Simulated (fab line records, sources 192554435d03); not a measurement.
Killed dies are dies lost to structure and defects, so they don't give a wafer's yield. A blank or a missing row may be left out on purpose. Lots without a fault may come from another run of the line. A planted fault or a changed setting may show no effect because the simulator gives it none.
A struck lot beside a sound one | flow n5_finfet | 19 steps out of a route of 1938
Sound: wafers L910.1, L910.2, L910.3. Struck: wafers L924.2, L924.3, L924.6. The cause comes at the end.
At each step with rows: each side's tool, then ch and its chambers, then its first start. Under that, the readings that differ: sound wafers | struck wafers | difference of the means | sigmas: that difference in standard deviations of wafers without a fault.
alike: readings whose means differ by less than 2 such deviations, and words and numbers that are the same on both sides. not compared: withheld readings, readings that some wafer has no value for, bounds like >300 that may hide the same value, and numbers for which the record gives no deviation and whose values overlap.
The two part at a step that has a row with sigmas, a row that says differs or no value, or rows on one side only. Numbers that don't overlap but have no deviation are shown without sigmas and don't part them. A reading that every wafer of one side lacks parts them only if that side has two wafers or more.

first, 4 steps without rows for these wafers: N5_HKMG_FIN_PRECLEAN_64 (cleans in dHF, time 30 s); N5_HKMG_FIN_WET_ETCH_65 (etches a-Si in TMAH, stops on TiN, time 49 s, target depth 3 nm); N5_HKMG_FIN_WET_ETCH_81 (etches TiN in SC1, stops on HfO2, time 57 s, target depth 6 nm); N5_HKMG_FIN_WET_ETCH_82 (etches La2O3 in dHCl, stops on HfO2, target depth 2 nm, rinse time 30 s).
N5_HKMG_FIN_ALD_36: deposits TiN, target thk 1 nm, pulse time 1 s, purge time 3 s.
  sound on ald_metal-02 ch 0,1,2, day 4 02:43; struck on ald_metal-01 ch 0,3, day 7 17:47
  alike: heater_power_w, precursor_pulse_height_rel
N5_HKMG_FIN_THK_MEAS_70: measures by xrf.
  sound on film_metro-02, day 4 02:59; struck on film_metro-01, day 7 18:04
  alike: HK_THK
N5_HKMG_FIN_PWFM_ALD_03: deposits TiN, target thk 2 nm, pulse time 1 s, purge time 3 s.
  sound on ald_metal-03 ch 0,1,2, day 4 03:02; struck on ald_metal-02 ch 2,3, day 7 18:06
  alike: heater_power_w, precursor_pulse_height_rel
then, 5 steps without rows for these wafers: N5_HKMG_FIN_COAT_29 (time 60 s, resist thk 300 nm); N5_HKMG_FIN_COAT_30 (time 60 s, resist thk 35 nm); N5_HKMG_FIN_COAT_06 (resist thk 90 nm); N5_HKMG_FIN_EBR_08; N5_HKMG_FIN_SOFTBAKE_07 (time 60 s).
N5_HKMG_FIN_EXPOSE_09: exposes mask NWFM.
  sound on arfi_scanner-03 ch 0, day 4 03:37; struck on arfi_scanner-02 ch 0, day 7 18:49
  reading                          | sound | struck   | difference | sigmas
  model.HKMG_FIN.overlay_x_nm (nm) | 0 0 0 | 28 28 28 | +28        |
  alike: mask
then, 2 steps without rows for these wafers: N5_HKMG_FIN_PEB_10 (peb time 60 s); N5_HKMG_FIN_DEVELOP_11 (develop time 30 s).
N5_HKMG_FIN_CD_MEAS_12: target cd 92.8 nm.
  sound on cd_sem-02 ch 0, day 4 03:44; struck on cd_sem-02 ch 0, day 7 18:56
  alike: cd_nm
N5_HKMG_FIN_OVL_MEAS_13:
  sound on overlay-02 ch 0, day 4 03:46; struck on overlay-01 ch 0, day 7 18:58
  reading       | sound       | struck         | difference | sigmas
  NWFM_OVL (nm) | 0.4 0.1 0.3 | 28.4 28.2 28.2 | +28.0      | +44
N5_HKMG_FIN_INSPECT_14: inspects for defects (macro).
  sound on defect_inspect-01, day 4 03:48; struck on defect_inspect-02, day 7 18:59
  alike: raw_defect_count
N5_PASSIVATION_PROBE_49:
  the record has rows for the sound wafers here (prober-02, day 11 12:07) and none for the struck ones

WHERE THEY PART
First at N5_HKMG_FIN_OVL_MEAS_13; last, within this record, at N5_PASSIVATION_PROBE_49.

WHY: what the simulator had put in
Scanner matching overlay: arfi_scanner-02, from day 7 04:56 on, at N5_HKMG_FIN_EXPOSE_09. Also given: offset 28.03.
